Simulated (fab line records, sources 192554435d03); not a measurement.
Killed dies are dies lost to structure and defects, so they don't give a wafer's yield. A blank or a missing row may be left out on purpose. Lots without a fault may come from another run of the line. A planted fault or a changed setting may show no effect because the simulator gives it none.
fab line records | flow n5_finfet
record lots=5 wafers=15 last_day=17
route steps=1938 shown FIN_SAQP@140 FIN_CUT@154
lots that met no fault: from a run of the same line without faults
start_h: hours from the record's first day to the start of the lot's first wafer shown | wait_h: hours since the lot's step before | " the same as in the row above | L1.1+2: a row that stands for several wafers | - no value, or no start given | * or withheld: withheld | < > ~ a bound
route shown NAME@n: a module of which the file shows steps, and the number in the route of the first | usual: mean/standard deviation of fault-free wafers | same: alike in all rows | chamber/n: place in a boat | sites: the reading at each site | _std_site: their standard deviation | _edge_site: outer sites' mean less inner sites' | radius_mm: how far each site lies from the wafer's centre | mask NAME#n: copy n | behind: the tool/chamber that last shaped the wafer | hold: why the lot was held/for how many hours/how that ended | device: the transistor (n, p or np) that didn't switch | end of line: the same wafers' tests at the end of the route | a step without rows: its recipe alone | killed: dies lost to structure and defects at the first sort, not the wafer's yield | map: a wafer's dies, x killed, . not, _ none there
set.NAME: the setting as run; set.NAME@STEP: as run at that earlier step | model.NAME: the simulator's own value behind a step, which no gauge read
lots at some steps of the route; a table a step, a row a wafer
services: from which hour (start_h, from the record's first day; less than 0 if before it) a tool's chamber was out of use, for how many hours, and why
## steps
# step N5_FIN_SAQP_MANDREL2_REMOVE_60
# recipe chemistry=HBr/Cl2/O2 bt_time_s=10 target=a-Si stop_on=SiNx endpoint=OES-SiCl over_etch_frac=1 icp_w=600 bias_w=22 HBr_flow_sccm=150 Cl2_flow_sccm=80 O2_flow_sccm=5 pressure_mtorr=10
# usual drypump_motor_current_A=6.0/0.41 mfc_cl2_sccm=80.05/0.24 oes_product_au=0.989/0.014 rf_fwd_power_W=596.4/2.2 throttle_valve_pct=36.69/0.22
# same over_etch_frac=1
# columns lot.wafer tool chamber start_h wait_h drypump_motor_current_A mfc_cl2_sccm oes_product_au rf_fwd_power_W rf_hours_counter_h throttle_valve_pct
L081.3 rie_si-02 3 68.81 0.1 5.8 80.10 0.993 593.3 29 36.81
L081.4 " 0 " " 5.1 79.66 1.007 593.6 110 36.76
L081.6 " 1 " " 6.4 80.27 1.008 601.7 - 36.73
L082.1 rie_si-05 3 74.59 0.1 5.8 80.19 0.963 597.1 158 36.72
L082.3 " 1 " " 6.0 80.16 0.989 594.9 7 37.12
L082.6 " 3 " " 5.8 79.87 0.963 599.6 - 36.68
L086.2 rie_si-02 1 99.80 0.1 6.4 80.11 1.005 599.2 59 36.72
L086.5 " 3 " " 5.8 80.08 0.974 595.6 - 36.80
L086.6 " 2 " " 5.6 80.35 0.979 595.1 - 36.94
L090.2 rie_si-02 0 121.22 0.1 5.1 80.05 0.989 598.7 111 36.77
L090.3 " 3 " " 5.8 80.04 0.985 594.3 30 36.78
L090.6 " 1 " " 6.4 80.16 0.999 593.3 - 36.73
L093.2 rie_si-02 3 140.77 0.1 5.8 79.97 0.992 599.4 31 36.81
L093.3 " 0 " " 5.1 79.84 0.998 598.7 111 36.77
L093.5 " 3 " " 5.8 79.94 0.985 597.7 - 36.80
# step N5_FIN_SAQP_CD_MEAS_31
# recipe target_cd_nm=8 landing_energy_ev=1000 detector=se_inlens polarity=line
# usual cd_nm=8.11/0.21
# columns lot.wafer tool chamber start_h wait_h cd_nm
L081.3 cd_sem-01 0 68.92 0.1 8.30
L081.4 " 0 " " 7.89
L081.6 " 0 " " 7.91
L082.1 cd_sem-01 0 74.70 0.1 8.13
L082.3 " 0 " " 7.83
L082.6 " 0 " " 7.69
L086.2 cd_sem-01 0 99.91 0.1 8.16
L086.5 " 0 " " 8.02
L086.6 " 0 " " 8.36
L090.2 cd_sem-01 0 121.33 0.1 8.34
L090.3 " 0 " " 8.27
L090.6 " 0 " " 7.70
L093.2 cd_sem-02 0 140.88 0.1 8.10
L093.3 " 0 " " 8.55
L093.5 " 0 " " 8.22
# step N5_FIN_SAQP_HM_OPEN_33
# recipe chemistry=CH3F/O2 target=SiNx mask_material=SiO2 target_depth_a=494 time_s=70.6 pressure_mtorr=30 source_w=395 bias_w=73 Ar_flow_sccm=150 CH3F_flow_sccm=30 O2_flow_sccm=20 ion_energy_ev=120 ends=cleared
# usual drypump_motor_current_A=5.8/0.44 etch_rf_on_time_s=69.1/1.4 oes_product_au=0.69/0.066 rf_fwd_power_W=389.9/1.9 rf_vpp_V=298.0/2.5 showerhead_plenum_p_Torr=2.02/0.067 throttle_valve_pct=16.40/0.23
# columns lot.wafer tool chamber start_h wait_h drypump_motor_current_A etch_rf_on_time_s oes_product_au rf_fwd_power_W rf_hours_counter_h rf_vpp_V showerhead_plenum_p_Torr throttle_valve_pct
L081.3 rie_diel-06 2 69.25 0.3 6.9 70.0 0.66 390.3 138 301.6 2.01 16.76
L081.4 " 0 " " 5.7 70.5 0.68 388.6 101 296.3 2.02 16.34
L081.6 " 1 " " 5.7 69.4 0.75 387.4 - 295.2 1.95 16.49
L082.1 rie_diel-03 0 74.77 0.1 6.0 68.2 0.63 394.7 184 298.8 2.07 16.59
L082.3 " 3 " " 5.1 69.8 0.62 385.1 183 295.3 1.91 16.49
L082.6 " 0 " " 6.0 69.2 0.63 392.6 - 299.5 2.07 16.60
L086.2 rie_diel-01 0 99.96 0.0 5.4 68.0 0.83 391.0 3 298.1 1.97 16.52
L086.5 " 1 " " 5.5 67.7 0.72 389.5 - 298.1 2.03 15.93
L086.6 " 0 " " 5.4 69.4 0.83 389.5 - 298.3 1.97 16.52
L090.2 rie_diel-01 3 121.70 0.4 6.1 68.9 0.57 392.5 244 298.0 1.96 16.29
L090.3 " 1 " " 5.5 65.8 0.72 388.6 85 296.7 2.02 15.95
L090.6 " 0 " " 5.5 67.8 0.81 392.3 - 299.4 1.97 16.52
L093.2 rie_diel-06 2 140.92 0.0 6.8 68.4 0.65 390.1 163 299.3 2.00 16.81
L093.3 " 0 " " 5.7 68.5 0.66 387.0 126 298.1 2.01 16.38
L093.5 " 0 " " 5.7 69.8 0.65 388.1 - 299.8 2.01 16.40
# step N5_FIN_SAQP_ETCH_34
# recipe chemistry=C4F6/O2 target=SiO2 target_depth_a=450 time_s=15 ion_energy_ev=250 pressure_mtorr=30 source_w=345 bias_w=185 Ar_flow_sccm=300 C4F6_flow_sccm=10 O2_flow_sccm=10 ends=cleared
# usual drypump_motor_current_A=5.8/0.43 etch_rf_on_time_s=14.94/0.22 oes_product_au=0.70/0.066 rf_fwd_power_W=336.5/0.97 rf_vpp_V=667/5.4 showerhead_plenum_p_Torr=2.87/0.09 throttle_valve_pct=21.15/0.24
# columns lot.wafer tool chamber start_h wait_h drypump_motor_current_A etch_rf_on_time_s oes_product_au rf_fwd_power_W rf_hours_counter_h rf_vpp_V showerhead_plenum_p_Torr throttle_valve_pct
L081.3 rie_diel-06 2 69.32 0.0 6.8 14.96 0.67 337.7 138 672 2.86 21.54
L081.4 " 0 " " 5.7 14.94 0.68 335.4 101 664 2.87 21.08
L081.6 " 1 " " 5.8 14.78 0.76 337.6 - 660 2.78 21.33
L082.1 rie_diel-03 0 74.84 0.0 6.0 14.99 0.64 336.2 184 670 2.95 21.33
L082.3 " 3 " " 5.1 15.36 0.62 336.2 183 662 2.73 21.24
L082.6 " 0 " " 6.0 14.94 0.64 337.1 - 670 2.95 21.34
L086.2 rie_diel-01 0 100.03 0.0 5.5 14.81 0.83 336.9 3 670 2.81 21.36
L086.5 " 1 " " 5.5 14.58 0.72 336.8 - 664 2.88 20.66
L086.6 " 0 " " 5.5 14.64 0.84 336.4 - 669 2.81 21.36
L090.2 rie_diel-01 3 121.77 0.0 6.1 15.27 0.57 337.0 244 665 2.79 20.90
L090.3 " 1 " " 5.5 14.66 0.73 337.2 85 664 2.88 20.65
L090.6 " 0 " " 5.5 14.82 0.80 337.1 - 669 2.80 21.40
L093.2 rie_diel-06 2 140.99 0.0 6.9 15.04 0.65 336.1 163 672 2.85 21.56
L093.3 " 0 " " 5.7 15.04 0.66 336.8 126 665 2.86 21.10
L093.5 " 0 " " 5.7 15.03 0.66 335.6 - 664 2.86 21.12
# step N5_FIN_SAQP_STRIP_77
# recipe chemistry=N2/H2 time_s=90 power_w=100 temp_c=40 pressure_mtorr=100 rf_frequency_hz=6e+07 bias_power_w=3 n2_flow_sccm=300 h2_flow_sccm=300
# usual drypump_motor_current_A=5.8/0.44 oes_product_au=0.81/0.077 rf_vpp_V=45.3/0.85 showerhead_plenum_p_Torr=3.40/0.11 throttle_valve_pct=12.22/0.23
# columns lot.wafer tool chamber start_h wait_h drypump_motor_current_A oes_product_au rf_hours_counter_h rf_vpp_V showerhead_plenum_p_Torr throttle_valve_pct
L081.3 rie_diel-06 2 69.34 0.0 6.8 0.77 138 44.7 3.37 12.44
L081.4 " 0 " " 5.8 0.80 101 44.5 3.41 12.15
L081.6 " 1 " " 5.7 0.87 - 45.5 3.29 12.31
L082.1 rie_diel-03 0 74.86 0.0 6.0 0.74 184 45.3 3.49 12.54
L082.3 " 3 " " 5.1 0.73 183 44.9 3.22 12.35
L082.6 " 0 " " 6.0 0.74 - 45.7 3.49 12.53
L086.2 rie_diel-01 0 100.05 0.0 5.5 0.98 3 44.5 3.33 12.35
L086.5 " 1 " " 5.6 0.85 - 45.5 3.42 11.78
L086.6 " 0 " " 5.5 0.97 - 44.7 3.33 12.35
L090.2 rie_diel-01 3 121.80 0.0 6.1 0.68 244 45.3 3.32 12.26
L090.3 " 1 " " 5.5 0.84 85 43.9 3.41 11.80
L090.6 " 0 " " 5.5 0.95 - 45.7 3.33 12.36
L093.2 rie_diel-06 2 141.02 0.0 6.8 0.76 163 44.7 3.36 12.49
L093.3 " 0 " " 5.8 0.77 126 44.2 3.39 12.23
L093.5 " 0 " " 5.8 0.77 - 45.9 3.39 12.24
# step N5_FIN_SAQP_HM_CD_35
# recipe target_cd_nm=8 polarity=line
# usual cd_nm=8.10/0.24
# columns lot.wafer tool chamber start_h wait_h cd_nm
L081.3 cd_sem-02 - 69.48 0.1 8.17
L081.4 " - " " 7.98
L081.6 " - " " 8.07
L082.1 cd_sem-01 - 74.99 0.1 7.77
L082.3 " - " " 7.93
L082.6 " - " " 8.21
L086.2 cd_sem-01 - 100.18 0.1 8.32
L086.5 " - " " 7.86
L086.6 " - " " 8.32
L090.2 cd_sem-02 - 121.92 0.1 8.30
L090.3 " - " " 8.27
L090.6 " - " " 7.78
L093.2 cd_sem-01 - 141.14 0.1 8.18
L093.3 " - " " 8.32
L093.5 " - " " 8.36
# step N5_FIN_SAQP_ETCH_64
# recipe chemistry=CF4 target=SiO2 target_depth_a=15 ion_energy_ev=350 pressure_mtorr=10 icp_w=800 bias_w=400 cf4_flow_sccm=80
# usual drypump_motor_current_A=6.0/0.39 oes_product_au=0.989/0.017 rf_fwd_power_W=782/3.6 throttle_valve_pct=21.76/0.19
# columns lot.wafer tool chamber start_h wait_h drypump_motor_current_A oes_product_au rf_fwd_power_W rf_hours_counter_h throttle_valve_pct
L081.3 rie_si-01 1 69.53 0.0 6.0 1.019 777 6 21.87
L081.4 " 0 " " 6.0 1.015 784 24 21.97
L081.6 " 0 " " 6.1 1.015 786 - 21.96
L082.1 rie_si-02 2 75.04 0.0 5.7 0.973 782 38 21.96
L082.3 " 3 " " 5.8 0.997 785 30 21.74
L082.6 " 2 " " 5.6 0.983 784 - 21.96
L086.2 rie_si-05 2 100.22 0.0 6.4 1.006 783 61 21.68
L086.5 " 1 " " 5.9 0.973 776 - 22.01
L086.6 " 0 " " 5.7 0.978 781 - 21.56
L090.2 rie_si-01 2 121.97 0.0 5.8 0.988 783 163 21.70
L090.3 " 0 " " 6.1 1.017 782 25 21.95
L090.6 " 3 " " 6.7 0.998 781 - 21.40
L093.2 rie_si-05 1 141.19 0.0 6.0 0.970 780 9 22.01
L093.3 " 0 " " 5.7 0.963 777 68 21.55
L093.5 " 0 " " 5.7 0.964 774 - 21.54
# step N5_FIN_SAQP_FIN_ETCH_36
# recipe chemistry=HBr/Cl2/O2 target_depth_a=1200 mask_material=SiNx time_s=50.4 bias_w=102 pressure_mtorr=10 icp_w=800 HBr_flow_sccm=150 Cl2_flow_sccm=80 O2_flow_sccm=12
# usual drypump_motor_current_A=6.0/0.39 mfc_cl2_sccm=79.99/0.24 oes_product_au=0.989/0.016 rf_fwd_power_W=795.9/2.4 throttle_valve_pct=36.04/0.24
# columns lot.wafer tool chamber start_h wait_h drypump_motor_current_A mfc_cl2_sccm oes_product_au rf_fwd_power_W rf_hours_counter_h throttle_valve_pct
L081.3 rie_si-01 1 69.55 0.0 6.0 80.15 1.022 794.6 6 36.20
L081.4 " 0 " " 6.0 80.22 1.019 799.1 24 36.21
L081.6 " 0 " " 6.0 80.19 1.016 793.1 - 36.21
L082.1 rie_si-02 2 75.06 0.0 5.6 80.10 0.970 795.1 38 36.23
L082.3 " 3 " " 5.8 80.07 0.980 794.7 30 36.14
L082.6 " 2 " " 5.7 79.98 0.972 800.0 - 36.26
L086.2 rie_si-05 2 100.24 0.0 6.5 79.96 1.003 796.2 61 35.98
L086.5 " 1 " " 6.0 79.61 0.965 793.5 - 36.46
L086.6 " 0 " " 5.7 80.03 0.955 798.2 - 35.81
L090.2 rie_si-01 2 121.99 0.0 5.9 79.82 0.997 797.0 163 35.74
L090.3 " 0 " " 6.1 79.89 1.009 793.6 25 36.22
L090.6 " 3 " " 6.7 80.46 0.997 795.7 - 35.65
L093.2 rie_si-05 1 141.21 0.0 6.0 79.66 0.971 794.5 9 36.43
L093.3 " 0 " " 5.7 79.77 0.964 794.2 68 35.81
L093.5 " 0 " " 5.7 79.94 0.958 795.4 - 35.83
# step N5_FIN_SAQP_CD_MEAS_37
# recipe target_cd_nm=8 polarity=line
# usual cd_nm=8.11/0.23
# columns lot.wafer tool chamber start_h wait_h cd_nm
L081.3 cd_sem-01 - 69.67 0.1 8.22
L081.4 " - " " 8.05
L081.6 " - " " 8.32
L082.1 cd_sem-02 - 75.18 0.1 7.95
L082.3 " - " " 8.05
L082.6 " - " " 7.90
L086.2 cd_sem-01 - 100.37 0.1 8.05
L086.5 " - " " 8.05
L086.6 " - " " 8.40
L090.2 cd_sem-01 - 122.11 0.1 8.41
L090.3 " - " " 8.20
L090.6 " - " " 8.17
L093.2 cd_sem-01 - 141.33 0.1 8.36
L093.3 " - " " 8.32
L093.5 " - " " 8.27
# step N5_FIN_SAQP_PRECLEAN_38
# recipe chemistry=O3/DIW time_s=45 temp_c=22 o3_ppm=10
# columns lot.wafer tool chamber start_h wait_h
L081.3+4+6 wet_bench-06 0,7,3 69.71 0.0
L082.1+3+6 wet_bench-01 0,2,3 75.22 0.0
L086.2+5+6 wet_bench-03 2,5,7 100.41 0.0
L090.2+3+6 wet_bench-01 3,2,7 122.15 0.0
L093.2+3+5 wet_bench-03 2,6,4 141.37 0.0
# step N5_FIN_SAQP_PRECLEAN_45
# recipe chemistry=dHF time_s=10 dilution=500:1 temp_c=25
# columns lot.wafer tool chamber start_h wait_h
L081.3+4+6 wet_bench-06 0,7,3 69.72 0.0
L082.1+3+6 wet_bench-01 0,2,3 75.23 0.0
L086.2+5+6 wet_bench-03 2,5,7 100.42 0.0
L090.2+3+6 wet_bench-01 3,2,7 122.17 0.0
L093.2+3+5 wet_bench-03 2,6,4 141.39 0.0
# step N5_FIN_SAQP_SRD_39
# recipe dry=ipa_marangoni time_s=30 temp_c=23 rinse_liquid=diw
# columns lot.wafer tool chamber start_h wait_h
L081.3+4+6 wet_bench-06 0,7,3 69.73 0.0
L082.1+3+6 wet_bench-01 0,2,3 75.24 0.0
L086.2+5+6 wet_bench-03 2,5,7 100.43 0.0
L090.2+3+6 wet_bench-01 3,2,7 122.17 0.0
L093.2+3+5 wet_bench-03 2,6,4 141.39 0.0
# step N5_FIN_SAQP_OCD_MEAS_76
# usual trench_depth_nm=119.6/1.1
# columns lot.wafer tool chamber start_h wait_h trench_depth_nm
L081.3 ocd-02 - 69.77 0.0 122.2
L081.4 " - " " 120.6
L081.6 " - " " 120.7
L082.1 ocd-01 - 75.28 0.0 118.8
L082.3 " - " " 118.3
L082.6 " - " " 118.2
L086.2 ocd-01 - 100.47 0.0 118.6
L086.5 " - " " 118.2
L086.6 " - " " 117.8
L090.2 ocd-02 - 122.21 0.0 120.4
L090.3 " - " " 119.6
L090.6 " - " " 122.2
L093.2 ocd-01 - 141.43 0.0 119.2
L093.3 " - " " 119.2
L093.5 " - " " 119.0
# step N5_FIN_SAQP_INSPECT_40
# recipe inspect_instrument=brightfield mode=aei
# usual raw_defect_count=236/69
# columns lot.wafer tool chamber start_h wait_h raw_defect_count
L081.3 defect_inspect-01 - 69.80 0.0 134
L081.4 " - " " 235
L081.6 " - " " 153
L082.1 defect_inspect-01 - 75.31 0.0 272
L082.3 " - " " 272
L082.6 " - " " 227
L086.2 defect_inspect-01 - 100.50 0.0 181
L086.5 " - " " 159
L086.6 " - " " 159
L090.2 defect_inspect-02 - 122.24 0.0 245
L090.3 " - " " 213
L090.6 " - " " 268
L093.2 defect_inspect-01 - 141.46 0.0 341
L093.3 " - " " 343
L093.5 " - " " 233
# step N5_FIN_CUT_COAT_18
# recipe resist=SOC temp_c=250 time_s=60 spin_rpm=1500 resist_thk_nm=230
# columns lot.wafer tool chamber start_h wait_h
L081.3+4+6 litho_track-03 0 69.83 0.0
L082.1+3+6 litho_track-05 0 75.34 0.0
L086.2+5+6 litho_track-05 0 100.53 0.0
L090.2+3+6 litho_track-03 0 122.27 0.0
L093.2+3+5 litho_track-03 0 141.49 0.0
# step N5_FIN_CUT_COAT_19
# recipe resist=SiARC temp_c=220 time_s=60 spin_rpm=1500 resist_thk_nm=20
# columns lot.wafer tool chamber start_h wait_h
L081.3+4+6 litho_track-03 0 - -
L082.1+3+6 litho_track-05 0 - -
L086.2+5+6 litho_track-05 0 - -
L090.2+3+6 litho_track-03 0 - -
L093.2+3+5 litho_track-03 0 - -
# step N5_FIN_CUT_COAT_29
# recipe resist=underlayer temp_c=205 time_s=60 spin_rpm=1500 resist_thk_nm=10
# columns lot.wafer tool chamber start_h wait_h
L081.3+4+6 litho_track-03 0 - -
L082.1+3+6 litho_track-05 0 - -
L086.2+5+6 litho_track-05 0 - -
L090.2+3+6 litho_track-03 0 - -
L093.2+3+5 litho_track-03 0 - -
# step N5_FIN_CUT_COAT_02
# recipe resist=CAR-EUV spin_rpm=1500 resist_thk_nm=30
# columns lot.wafer tool chamber start_h wait_h
L081.3+4+6 litho_track-03 0 - -
L082.1+3+6 litho_track-05 0 - -
L086.2+5+6 litho_track-05 0 - -
L090.2+3+6 litho_track-03 0 - -
L093.2+3+5 litho_track-03 0 - -
# step N5_FIN_CUT_EBR_04
# recipe solvent=PGMEA ebr_width_mm=1.5
# columns lot.wafer tool chamber start_h wait_h
L081.3+4+6 litho_track-03 0 - -
L082.1+3+6 litho_track-05 0 - -
L086.2+5+6 litho_track-05 0 - -
L090.2+3+6 litho_track-03 0 - -
L093.2+3+5 litho_track-03 0 - -
# step N5_FIN_CUT_SOFTBAKE_03
# recipe temp_c=110 time_s=60 resist=CAR-EUV
# columns lot.wafer tool chamber start_h wait_h
L081.3+4+6 litho_track-03 0 - -
L082.1+3+6 litho_track-05 0 - -
L086.2+5+6 litho_track-05 0 - -
L090.2+3+6 litho_track-03 0 - -
L093.2+3+5 litho_track-03 0 - -
# step N5_FIN_CUT_EXPOSE_05
# recipe mask_id=FIN_CUT na=0.33 source_shape=annular sigma_inner=0.35 sigma_outer=0.8 polarization=unpolarized dose_mj=45.75
# columns lot.wafer tool chamber start_h wait_h mask
L081.3+4+6 euv_scanner-01 0 70.11 - FIN_CUT#0
L082.1+3+6 euv_scanner-01 0 75.47 - FIN_CUT#0
L086.2+5+6 euv_scanner-02 0 100.80 - FIN_CUT#0
L090.2+3+6 euv_scanner-01 0 122.54 - FIN_CUT#0
L093.2+3+5 euv_scanner-01 0 141.76 - FIN_CUT#0
# step N5_FIN_CUT_PEB_06
# recipe peb_temp_c=100 peb_time_s=60 resist=CAR-EUV
# columns lot.wafer tool chamber start_h wait_h
L081.3+4+6 litho_track-03 0 70.17 0.1
L082.1+3+6 litho_track-03 0 75.54 0.1
L086.2+5+6 litho_track-05 0 100.86 0.1
L090.2+3+6 litho_track-03 0 122.60 0.1
L093.2+3+5 litho_track-05 0 141.82 0.1
# step N5_FIN_CUT_DEVELOP_07
# recipe develop_time_s=30 developer=TMAH resist=CAR-EUV rinse_liquid=surfactant_rinse dry=air_spin dev_temp_c=23
# columns lot.wafer tool chamber start_h wait_h
L081.3+4+6 litho_track-03 0 - -
L082.1+3+6 litho_track-03 0 - -
L086.2+5+6 litho_track-05 0 - -
L090.2+3+6 litho_track-03 0 - -
L093.2+3+5 litho_track-05 0 - -
# step N5_FIN_CUT_CD_MEAS_08
# recipe target_cd_nm=29.1 landing_energy_ev=500 detector=se_inlens polarity=opening
# usual cd_nm=29.04/0.23
# columns lot.wafer tool chamber start_h wait_h cd_nm
L081.3 cd_sem-01 0 70.23 - 29.11
L081.4 " 0 " " 29.15
L081.6 " 0 " " 29.30
L082.1 cd_sem-02 0 75.61 - 29.09
L082.3 " 0 " " 29.36
L082.6 " 0 " " 28.62
L086.2 cd_sem-02 0 100.93 - 29.04
L086.5 " 0 " " 28.90
L086.6 " 0 " " 29.21
L090.2 cd_sem-02 0 122.67 - 29.16
L090.3 " 0 " " 29.15
L090.6 " 0 " " 29.40
L093.2 cd_sem-01 0 141.89 - 28.99
L093.3 " 0 " " 29.53
L093.5 " 0 " " 29.01
# step N5_FIN_CUT_OVL_MEAS_09
# recipe points_per_wafer=522
# usual FIN_CUT_OVL=-0.1/0.8
# columns lot.wafer tool chamber start_h wait_h FIN_CUT_OVL[nm]
L081.3 overlay-01 0 70.27 0.0 0.8
L081.4 " 0 " " 0.9
L081.6 " 0 " " 1.0
L082.1 overlay-02 0 75.64 0.0 0.6
L082.3 " 0 " " -0.6
L082.6 " 0 " " 0.2
L086.2 overlay-02 0 100.96 0.0 1.7
L086.5 " 0 " " -0.6
L086.6 " 0 " " 0.8
L090.2 overlay-02 0 122.70 0.0 0.0
L090.3 " 0 " " 0.7
L090.6 " 0 " " 0.5
L093.2 overlay-02 0 141.92 0.0 -0.4
L093.3 " 0 " " -0.8
L093.5 " 0 " " 0.5
# step N5_FIN_CUT_INSPECT_10
# recipe mode=adi inspect_instrument=brightfield
# usual raw_defect_count=42/10
# columns lot.wafer tool chamber start_h wait_h raw_defect_count
L081.3 defect_inspect-02 - 70.32 0.0 25
L081.4 " - " " 35
L081.6 " - " " 42
L082.1 defect_inspect-02 - 75.70 0.1 53
L082.3 " - " " 51
L082.6 " - " " 38
L086.2 defect_inspect-01 - 101.01 0.0 37
L086.5 " - " " 36
L086.6 " - " " 33
L090.2 defect_inspect-01 - 122.76 0.0 39
L090.3 " - " " 35
L090.6 " - " " 56
L093.2 defect_inspect-01 - 141.98 0.0 53
L093.3 " - " " 60
L093.5 " - " " 37
# step N5_FIN_CUT_DESCUM_13
# recipe chemistry=O2 time_s=7 source_power_w=50 bias_power_w=20 pressure_mtorr=20 rf_frequency_hz=2.712e+07 temp_c=40 resist=CAR-EUV o2_flow_sccm=225
# usual drypump_motor_current_A=5.8/0.53 o2_flow_sccm=224.9/0.63 oes_product_au=0.74/0.04 rf_fwd_power_W=49.37/0.29 rf_vpp_V=242.9/1.1 showerhead_plenum_p_Torr=2.08/0.051 throttle_valve_pct=20.56/0.2
# columns lot.wafer tool chamber start_h wait_h drypump_motor_current_A o2_flow_sccm oes_product_au rf_fwd_power_W rf_hours_counter_h rf_vpp_V showerhead_plenum_p_Torr throttle_valve_pct
L081.3 rie_diel-05 0 70.37 0.0 5.4 225.2 0.71 49.28 180 242.8 2.08 20.51
L081.4 " 2 " " 5.5 226.2 0.73 49.00 210 244.3 2.07 20.31
L081.6 " 0 " " 5.4 224.9 0.72 49.36 - 242.5 2.08 20.49
L082.1 rie_diel-05 3 75.73 0.0 5.6 224.3 0.74 49.21 169 242.6 2.09 20.90
L082.3 " 2 " " 5.5 224.7 0.73 48.90 211 243.5 2.06 20.30
L082.6 " 3 " " 5.6 224.2 0.75 49.44 - 244.4 2.09 20.91
L086.2 rie_diel-02 3 101.05 0.0 4.8 224.1 0.75 49.30 160 241.1 2.09 20.61
L086.5 " 0 " " 6.0 224.4 0.73 49.61 - 243.4 2.08 20.79
L086.6 " 3 " " 4.8 224.0 0.75 49.36 - 243.6 2.09 20.63
L090.2 rie_diel-04 1 122.79 0.0 6.6 223.1 0.79 49.45 142 242.1 2.01 20.56
L090.3 " 2 " " 5.5 225.8 0.78 48.83 150 245.6 2.19 20.47
L090.6 " 3 " " 5.6 224.9 0.71 49.16 - 242.3 1.98 20.78
L093.2 rie_diel-04 1 142.01 0.0 6.6 224.6 0.78 49.58 150 242.3 2.01 20.57
L093.3 " 2 " " 5.5 225.6 0.77 48.90 157 242.8 2.18 20.51
L093.5 " 3 " " 5.7 224.9 0.70 49.30 - 241.4 1.98 20.80
# step N5_FIN_CUT_ETCH_30
# recipe chemistry=N2/H2 target=underlayer target_depth_a=130 mask_material=CAR-EUV time_s=10.4 ion_energy_ev=200 pressure_mtorr=30 source_w=840 bias_w=150 n2_flow_sccm=200 h2_flow_sccm=200 ends=cleared
# usual drypump_motor_current_A=5.8/0.54 etch_rf_on_time_s=10.41/0.18 oes_product_au=0.63/0.036 rf_fwd_power_W=818.9/2.4 rf_vpp_V=523.3/1.9 showerhead_plenum_p_Torr=2.52/0.061 throttle_valve_pct=17.99/0.19
# columns lot.wafer tool chamber start_h wait_h drypump_motor_current_A etch_rf_on_time_s oes_product_au rf_fwd_power_W rf_hours_counter_h rf_vpp_V showerhead_plenum_p_Torr throttle_valve_pct
L081.3 rie_diel-05 0 70.40 0.0 5.4 10.46 0.61 818.3 180 523.8 2.53 17.94
L081.4 " 2 " " 5.5 10.56 0.62 818.4 210 522.2 2.52 17.91
L081.6 " 0 " " 5.4 10.43 0.61 815.6 - 522.8 2.53 17.95
L082.1 rie_diel-05 3 75.77 0.0 5.6 10.72 0.63 813.5 169 524.0 2.53 18.25
L082.3 " 2 " " 5.5 10.67 0.60 822.0 211 523.8 2.52 17.89
L082.6 " 3 " " 5.6 10.76 0.62 815.7 - 523.8 2.53 18.26
L086.2 rie_diel-02 3 101.08 0.0 4.8 10.25 0.65 823.9 160 524.4 2.54 18.05
L086.5 " 0 " " 6.0 10.54 0.62 819.1 - 522.7 2.53 18.31
L086.6 " 3 " " 4.8 10.41 0.64 821.0 - 524.1 2.54 18.06
L090.2 rie_diel-04 1 122.82 0.0 6.6 10.33 0.67 817.8 142 520.2 2.44 18.06
L090.3 " 2 " " 5.5 10.32 0.67 817.8 150 525.7 2.65 17.83
L090.6 " 3 " " 5.7 10.27 0.61 821.1 - 519.8 2.40 18.16
L093.2 rie_diel-04 1 142.04 0.0 6.6 10.35 0.67 817.9 150 520.6 2.44 18.06
L093.3 " 2 " " 5.5 10.34 0.66 820.5 157 527.8 2.65 17.88
L093.5 " 3 " " 5.7 10.28 0.60 819.0 - 520.4 2.40 18.15
# step N5_FIN_CUT_ETCH_20
# recipe chemistry=CF4 target=SiARC target_depth_a=260 mask_material=CAR-EUV time_s=43.3 ion_energy_ev=80 pressure_mtorr=40 source_w=545 bias_w=36 Ar_flow_sccm=100 cf4_flow_sccm=100 ends=cleared
# usual drypump_motor_current_A=5.8/0.53 etch_rf_on_time_s=43.3/0.7 oes_product_au=0.63/0.036 rf_fwd_power_W=536/3 rf_vpp_V=184.0/0.97 showerhead_plenum_p_Torr=2.13/0.048 throttle_valve_pct=15.77/0.19
# columns lot.wafer tool chamber start_h wait_h drypump_motor_current_A etch_rf_on_time_s oes_product_au rf_fwd_power_W rf_hours_counter_h rf_vpp_V showerhead_plenum_p_Torr throttle_valve_pct
L081.3 rie_diel-05 0 70.42 0.0 5.4 43.4 0.61 534 180 184.0 2.13 15.73
L081.4 " 2 " " 5.5 43.8 0.61 532 210 185.0 2.12 15.58
L081.6 " 0 " " 5.4 43.4 0.62 534 - 183.3 2.13 15.73
L082.1 rie_diel-05 3 75.79 0.0 5.6 44.0 0.63 536 169 183.7 2.13 16.06
L082.3 " 2 " " 5.5 43.3 0.62 531 211 183.9 2.12 15.58
L082.6 " 3 " " 5.6 43.8 0.63 536 - 184.3 2.13 16.05
L086.2 rie_diel-02 3 101.10 0.0 4.8 42.9 0.65 535 160 184.1 2.14 15.80
L086.5 " 0 " " 6.0 43.9 0.61 541 - 185.7 2.13 15.98
L086.6 " 3 " " 4.8 43.1 0.64 538 - 183.5 2.14 15.81
L090.2 rie_diel-04 1 122.84 0.0 6.6 42.5 0.67 539 142 182.6 2.06 15.73
L090.3 " 2 " " 5.5 43.0 0.66 536 150 186.1 2.23 15.68
L090.6 " 3 " " 5.6 42.8 0.61 537 - 182.9 2.04 15.99
L093.2 rie_diel-04 1 142.06 0.0 6.6 42.3 0.67 536 150 182.1 2.06 15.74
L093.3 " 2 " " 5.5 42.9 0.66 530 157 185.6 2.23 15.70
L093.5 " 3 " " 5.7 42.6 0.60 536 - 183.9 2.03 16.03
## services
# columns tool chamber start_h hours kind
rie_si-05 1 50.76 3.5 repair
wet_bench-06 - 52.93 2.4 repair
rie_diel-03 3 57.16 4.1 repair
rie_si-01 1 62.65 3.2 repair
rie_diel-03 - 65.58 0.2 repair
rie_diel-01 0 70.33 - clean
rie_diel-01 0 70.33 - consumable_replace:focus_ring
rie_diel-01 0 70.33 22.1 scheduled_down
rie_diel-01 0 70.33 22.1 vent_cycle
euv_scanner-02 - 74.90 4.6 pm
euv_scanner-02 - 85.10 1.0 pm
euv_scanner-01 - 86.11 1.0 pm
rie_diel-02 3 86.41 11.3 repair
rie_diel-04 3 97.35 10.8 repair
rie_diel-04 - 100.48 4.0 repair
rie_si-05 0 104.99 4.3 repair
rie_diel-01 3 105.15 7.8 repair
euv_scanner-01 - 108.63 10.2 repair
euv_scanner-01 - 130.99 4.6 pm
rie_si-02 2 134.57 9.6 repair
wet_bench-01 - 135.36 0.6 repair
euv_scanner-01 - 137.47 0.8 repair
rie_diel-02 - 139.51 0.9 repair
euv_scanner-02 - 141.25 1.0 pm
## key
fault none
